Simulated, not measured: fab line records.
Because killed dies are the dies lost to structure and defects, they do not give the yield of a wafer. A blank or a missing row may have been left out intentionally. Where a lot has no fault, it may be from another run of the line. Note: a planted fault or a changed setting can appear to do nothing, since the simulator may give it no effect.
fab line records	flow nand-harc
record lots=14	wafers=42	last-day=33
route steps=1302 shown P_CONTACT@218
lots that met no fault: from a run of the same line without faults
start-h: hours from the record's opening day to when the first of the lot's shown wafers began	wait-h: hours elapsed since this lot's preceding step	" the same as in the row above	L1.1+2: several wafers, shown together as one row	- either no value or no given start	* or withheld: withheld	< > ~ a bound
route shown NAME@n: names a module that has steps shown in the file, with the first one's number in the route	usual: mean/standard deviation of fault-free wafers	same: alike in all rows	chamber/n: place in a boat	sites: readings site by site	_std_site: the values' standard deviation	_edge_site: outer sites' mean less inner sites'	radius-mm: for every site, how far away it sits from the centre of the wafer	mask NAME#n: copy n	behind: the last tool/chamber to shape the wafer	hold: reason for holding the lot/hours on hold/outcome of the hold	device: transistor that didn't switch, given as n, p or np	end of line: the tests these same wafers got at the end of their route	a step without rows: its recipe alone	killed: count of dies lost to structure and defects at first sort (not the wafer's yield)	map: the dies of a wafer, with x for killed, . for not killed, _ for no die there
set.NAME: the run value of the setting; set.NAME@STEP: its run value at that earlier step	model.NAME: the simulator's own value behind a step, which no gauge read
steps of the route over a sample of lots; a table a step, a row a wafer
services: the hour from which a tool's chamber was out of use, counted from the record's first day as start-h (under 0 if before that day), plus the number of hours and why
## steps
# step NHARC_P_CONTACT_DEP_00
# recipe target-thk-a=5000	temp-c=400	pressure-torr=6.5	rf-w=900	teos-flow-sccm=161.4	flow-sccm=2650	target-thk-nm=500	gas=O2	material=SiO2
# usual heater-power-w=519/87	throttle-valve-pct=15.8/0.63
lot.wafer	tool	chamber	start-h	wait-h	heater-power-w	throttle-valve-pct
L757.1	pecvd-04	2	-	-	624	15.7
L757.2	"	1	"	"	476	16.2
L757.4	"	1	"	"	356	16.2
L756.1	pecvd-04	0	-	-	579	14.8
L756.3	"	2	"	"	494	15.8
L756.4	"	1	"	"	349	15.9
L759.3	pecvd-01	2	-	-	427	16.4
L759.1	"	0	"	"	545	16.6
L759.4	"	1	"	"	601	14.7
L758.1	pecvd-01	1	-	-	510	15.0
L758.2	"	0	"	"	479	16.5
L758.6	"	2	"	"	329	15.9
L760.3	pecvd-04	1	-	-	422	16.2
L760.2	"	2	"	"	546	15.7
L760.5	"	2	"	"	583	15.5
L761.3	pecvd-04	1	-	-	477	16.2
L761.6	"	0	"	"	650	14.8
L761.4	"	2	"	"	572	15.8
L762.6	pecvd-01	2	-	-	440	16.2
L762.4	"	0	"	"	559	16.6
L762.5	"	1	"	"	456	15.0
L763.1	pecvd-01	0	-	-	473	16.4
L763.2	"	1	"	"	605	14.9
L763.5	"	2	"	"	431	16.2
L772.3	pecvd-01	1	-	-	580	15.0
L772.2	"	2	"	"	434	16.7
L772.5	"	0	"	"	511	16.9
L773.3	pecvd-04	0	-	-	592	14.5
L773.5	"	0	"	"	588	14.4
L773.6	"	1	"	"	514	16.4
L774.2	pecvd-01	1	-	-	603	15.2
L774.5	"	1	"	"	469	14.9
L774.4	"	2	"	"	327	16.5
L776.3	pecvd-04	0	-	-	526	14.4
L776.4	"	1	"	"	438	16.4
L776.5	"	0	"	"	573	14.7
L777.1	pecvd-03	2	-	-	472	15.6
L777.2	"	0	"	"	433	16.3
L777.5	"	1	"	"	666	15.7
L778.3	pecvd-01	2	-	-	460	16.6
L778.1	"	0	"	"	551	16.1
L778.5	"	0	"	"	570	16.1
# step NHARC_P_CONTACT_PEB_10
# recipe peb-temp-c=100	peb-time-s=65
# usual chill-plate-temp-C=22.98/0.1	heater-power-total-W=156.6/0.41	plate-temp-C=100.00/0.13
lot.wafer	tool	chamber	start-h	wait-h	chill-plate-temp-C	heater-power-total-W	plate-temp-C
L757.1	litho-track-06	0	132.56	0.1	22.89	157.0	100.05
L757.2	"	0	"	"	23.20	156.8	100.17
L757.4	"	0	"	"	23.14	155.9	100.13
L756.1	litho-track-06	0	133.73	0.1	23.17	156.1	99.93
L756.3	"	0	"	"	23.01	156.5	99.81
L756.4	"	0	"	"	22.97	156.1	100.04
L759.1	litho-track-06	0	149.28	0.1	23.16	156.1	99.89
L759.3	"	0	"	"	23.00	157.0	99.96
L759.4	"	0	"	"	23.03	156.9	100.28
L758.1	litho-track-04	0	149.77	0.1	23.04	157.1	99.94
L758.2	"	0	"	"	22.91	156.3	100.22
L758.6	"	0	"	"	22.85	156.8	100.00
L760.2	litho-track-04	0	162.88	0.1	22.92	155.9	100.01
L760.3	"	0	"	"	22.99	156.0	100.06
L760.5	"	0	"	"	22.91	156.6	100.12
L761.3	litho-track-04	0	177.39	0.0	22.97	156.8	99.82
L761.4	"	0	"	"	22.92	156.3	99.79
L761.6	"	0	"	"	22.98	156.7	99.85
L762.4	litho-track-04	0	178.90	0.0	23.11	151.1	97.60
L762.5	"	0	"	"	23.18	151.7	97.49
L762.6	"	0	"	"	23.00	152.0	97.43
L763.1	litho-track-04	0	185.45	0.1	23.07	151.0	97.58
L763.2	"	0	"	"	22.88	152.1	97.51
L763.5	"	0	"	"	22.95	152.0	97.63
L772.2	litho-track-04	0	284.59	0.1	23.10	157.1	100.24
L772.3	"	0	"	"	23.09	156.7	100.06
L772.5	"	0	"	"	23.07	156.6	100.17
L773.3	litho-track-01	0	292.75	0.0	23.14	156.5	99.91
L773.5	"	0	"	"	23.22	157.1	99.74
L773.6	"	0	"	"	23.01	156.6	100.02
L774.2	litho-track-01	0	298.92	0.1	23.00	156.3	100.22
L774.4	"	0	"	"	22.86	156.5	100.13
L774.5	"	0	"	"	22.87	157.2	100.35
L776.3	litho-track-04	0	313.24	0.1	23.00	157.0	100.01
L776.4	"	0	"	"	22.88	157.2	100.07
L776.5	"	0	"	"	22.85	156.7	100.25
L777.1	litho-track-01	0	324.94	0.1	22.87	156.0	99.95
L777.2	"	0	"	"	22.90	156.8	99.84
L777.5	"	0	"	"	22.89	156.2	99.92
L778.1	litho-track-01	0	338.31	0.1	22.94	156.1	99.91
L778.3	"	0	"	"	22.98	156.8	99.90
L778.5	"	0	"	"	23.03	156.7	99.82
# step NHARC_P_CONTACT_DESCUM_17
# recipe time-s=3	o2-flow-sccm=200	ar-flow-sccm=0	bias-power-w=0	chemistry=O2
# usual drypump-motor-current-A=5.8/0.63	oes-product-au=1.000/0.0075	rf-vpp-V=57.9/0.85	showerhead-plenum-p-Torr=1.92/0.095	throttle-valve-pct=11.311/0.009
lot.wafer	tool	chamber	start-h	wait-h	drypump-motor-current-A	oes-product-au	rf-hours-counter-h	rf-vpp-V	showerhead-plenum-p-Torr	throttle-valve-pct
L757.4	rie-diel-04	3	132.83	0.1	6.1	0.992	3.0	56.4	1.85	11.316
L757.2	"	1	"	"	6.5	1.003	2.9	58.9	2.05	11.307
L757.1	"	2	"	"	5.8	0.985	3.0	57.8	1.80	11.313
L756.4	rie-diel-13	1	133.99	0.1	5.6	0.991	4.2	58.9	2.04	11.286
L756.3	"	2	"	"	4.7	1.006	3.8	58.2	1.91	11.313
L756.1	"	0	"	"	6.5	0.994	3.5	59.3	1.94	11.312
L759.1	rie-diel-04	0	149.55	0.1	5.0	0.990	3.6	56.8	1.79	11.324
L759.3	"	1	"	"	6.5	0.989	3.3	58.1	2.05	11.302
L759.4	"	3	"	"	6.1	0.995	3.6	56.2	1.85	11.307
L758.2	rie-diel-07	3	150.04	0.1	6.3	0.989	1.7	58.4	1.95	11.311
L758.1	"	1	"	"	6.4	1.007	1.5	58.1	2.05	11.312
L758.6	"	3	"	"	6.3	0.985	-	57.8	1.95	11.323
L760.2	rie-diel-07	3	163.16	0.1	6.3	0.996	2.3	57.4	1.95	11.319
L760.3	"	1	"	"	6.4	1.016	2.1	59.5	2.05	11.310
L760.5	"	3	"	"	6.3	1.000	-	58.4	1.95	11.304
L761.3	rie-diel-04	3	177.66	0.1	6.1	0.985	4.5	58.1	1.85	11.301
L761.4	"	0	"	"	5.0	1.005	4.6	56.3	1.79	11.313
L761.6	"	3	"	"	6.1	1.006	-	57.6	1.85	11.311
L762.4	rie-diel-07	3	179.17	0.1	6.2	1.005	3.9	56.7	1.95	11.320
L762.6	"	1	"	"	6.4	1.002	-	57.7	2.05	11.308
L762.5	"	2	"	"	4.6	0.997	-	59.4	2.01	11.319
L763.2	rie-diel-13	0	185.71	0.1	6.5	0.999	0.1	57.7	1.94	11.311
L763.1	"	2	"	"	4.8	0.994	0.2	58.3	1.91	11.314
L763.5	"	1	"	"	5.6	0.996	-	59.5	2.04	11.323
L772.3	rie-diel-07	0	284.87	0.1	5.8	1.003	9.1	58.2	1.96	11.316
L772.2	"	2	"	"	4.6	0.995	8.7	56.8	2.00	11.321
L772.5	"	2	"	"	4.6	1.008	-	58.4	2.00	11.322
L773.3	rie-diel-07	3	293.03	0.1	6.3	0.999	10.0	56.7	1.95	11.302
L773.6	"	0	"	"	5.8	1.011	-	58.2	1.96	11.301
L773.5	"	3	"	"	6.3	1.004	-	58.6	1.95	11.320
L774.2	rie-diel-13	3	299.20	0.1	5.5	1.009	3.2	56.9	1.84	11.321
L774.4	"	0	"	"	6.5	1.004	3.1	55.6	1.94	11.297
L774.5	"	1	"	"	5.6	1.011	-	58.2	2.04	11.314
L776.3	rie-diel-04	1	313.52	0.1	6.5	1.001	4.2	59.1	2.05	11.314
L776.4	"	3	"	"	6.1	1.002	-	58.0	1.85	11.298
L776.5	"	1	"	"	6.5	1.002	-	58.6	2.05	11.308
L777.2	rie-diel-04	1	325.20	0.1	6.5	0.995	4.8	58.5	2.05	11.309
L777.1	"	2	"	"	5.8	0.995	4.9	59.1	1.80	11.301
L777.5	"	1	"	"	6.5	0.991	-	59.5	2.05	11.321
L778.3	rie-diel-13	3	338.57	0.1	5.5	1.009	4.0	57.9	1.84	11.296
L778.1	"	2	"	"	4.7	1.016	3.7	56.3	1.91	11.308
L778.5	"	0	"	"	6.5	1.001	-	58.3	1.94	11.305
# step NHARC_P_CONTACT_ETCH_18
# recipe target-depth-a=4810	time-s=240.5	c4f8-flow-sccm=20	o2-flow-sccm=10	ar-flow-sccm=withheld	rf-w=600	bias-w=1500	chemistry=C4F8/O2/Ar
# usual bias-w=1500/4.4	oes-product-au=0.953/0.019	rf-vpp-V=979/6.4
lot.wafer	tool	chamber	start-h	wait-h	bias-w	oes-product-au	rf-hours-counter-h	rf-vpp-V
L757.1	rie-diel-04	0	-	-	1507	0.916	3.2	970
L757.4	"	1	"	"	1502	0.906	3.1	987
L757.2	"	2	"	"	1496	0.917	3.1	971
L756.3	rie-diel-13	3	-	-	1496	0.975	3.6	974
L756.4	"	0	"	"	1499	0.972	3.7	980
L756.1	"	1	"	"	1499	0.958	4.3	987
L759.4	rie-diel-04	0	-	-	1498	0.967	3.7	970
L759.3	"	1	"	"	1507	0.953	3.6	987
L759.1	"	3	"	"	1501	0.976	3.8	974
L758.1	rie-diel-07	3	-	-	1502	0.919	2.0	980
L758.2	"	2	"	"	1504	0.923	2.1	984
L758.6	"	3	"	"	1497	0.918	-	980
L760.2	rie-diel-07	1	-	-	1504	0.964	2.4	987
L760.3	"	2	"	"	1501	0.953	2.6	984
L760.5	"	0	"	"	1507	0.919	-	981
L761.4	rie-diel-07	1	178.20	-	1495	0.984	4.1	987
L761.3	"	2	"	"	1500	0.974	4.0	984
L761.6	"	0	"	"	1497	0.983	-	982
L762.4	rie-diel-07	0	-	-	1505	0.978	3.7	982
L762.6	"	0	"	"	1499	0.974	-	982
L762.5	"	1	"	"	1499	0.966	-	987
L763.2	rie-diel-13	2	-	-	1499	0.977	0.3	978
L763.1	"	3	"	"	1495	0.967	0.4	972
L763.5	"	2	"	"	1501	0.973	-	978
L772.3	rie-diel-07	0	-	-	1498	0.962	9.4	981
L772.2	"	2	"	"	1500	0.961	9.0	985
L772.5	"	2	"	"	1506	0.952	-	982
L773.3	rie-diel-07	2	-	-	1504	0.965	9.7	984
L773.6	"	3	"	"	1495	0.957	-	979
L773.5	"	0	"	"	1503	0.963	-	981
L774.2	rie-diel-13	2	-	-	1503	0.950	3.1	978
L774.4	"	3	"	"	1496	0.964	3.4	975
L774.5	"	0	"	"	1505	0.946	-	979
L776.3	rie-diel-04	2	-	-	1499	0.951	4.5	973
L776.4	"	1	"	"	1502	0.954	-	988
L776.5	"	2	"	"	1497	0.956	-	971
L777.1	rie-diel-04	0	-	-	1498	0.925	4.0	970
L777.2	"	1	"	"	1502	0.959	5.1	989
L777.5	"	1	"	"	1503	0.955	-	987
L778.1	rie-diel-13	1	-	-	1494	0.962	4.5	987
L778.3	"	3	"	"	1497	0.946	4.3	974
L778.5	"	0	"	"	1495	0.951	-	979
## services
tool	chamber	start-h	hours	kind
rie-diel-07	-	117.21	9.0	pm
pecvd-01	-	130.00	13.0	pm
pecvd-04	-	158.54	2.2	repair
rie-diel-04	2	163.77	6.1	repair
rie-diel-13	-	165.00	9.0	pm
rie-diel-04	-	178.01	9.0	pm
litho-track-04	-	203.00	7.0	pm
pecvd-04	2	204.97	5.7	repair
rie-diel-13	-	212.48	3.7	repair
rie-diel-13	2	222.27	7.7	repair
rie-diel-07	1	228.39	4.5	repair
rie-diel-13	0	235.92	2.8	repair
pecvd-01	1	255.63	4.7	repair
pecvd-01	1	267.43	2.1	repair
pecvd-04	-	269.06	13.0	pm
rie-diel-07	-	274.55	0.6	repair
rie-diel-07	1	281.06	35.1	repair
rie-diel-13	3	293.07	2.7	repair
rie-diel-07	-	294.21	9.0	pm
pecvd-01	-	300.25	4.8	repair
rie-diel-13	1	301.11	6.9	repair
pecvd-01	-	311.00	13.0	pm
rie-diel-04	0	311.10	9.9	repair
litho-track-01	-	330.01	7.0	pm
## key
first-sign step=NHARC_P_CONTACT_PEB_10	reading=plate-temp-C	direction=down	sigmas=19	usual=*	struck=*
effect step=NHARC_P_CONTACT_PEB_10	reading=heater-power-total-W	direction=down	sigmas=12	usual=*	struck=*
met-at NHARC_P_CONTACT_PEB_10
struck-lots L762,L763
sort-left-out L762.4,L762.5,L762.6,L763.1,L763.2,L763.5
tester-left-out L762,L763
not-acting-at NHARC_P_CONTACT_DEP_00,NHARC_P_CONTACT_DESCUM_17,NHARC_P_CONTACT_ETCH_18
onset-between 177.39 178.90
fault kind=process-parameter-drift	tool=litho-track-04	chamber=-	onset-h=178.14	steps=NHARC_P_CONTACT_PEB_10	channel=peb-temp-c	offset=*	shape=step	end-h=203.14	acts-in=*	stated=*
# tester-left-out: of these lots the tester's yield and bins aren't shown, on N5 and GAA mostly nor the transistor test; their killed dies are dies lost to structure and defects alone, not to doping, threshold or leakage, so they don't give the yield
# sort-left-out: the simulated sort isn't trusted on such a fault, so these wafers' sort isn't shown, and their yield isn't known
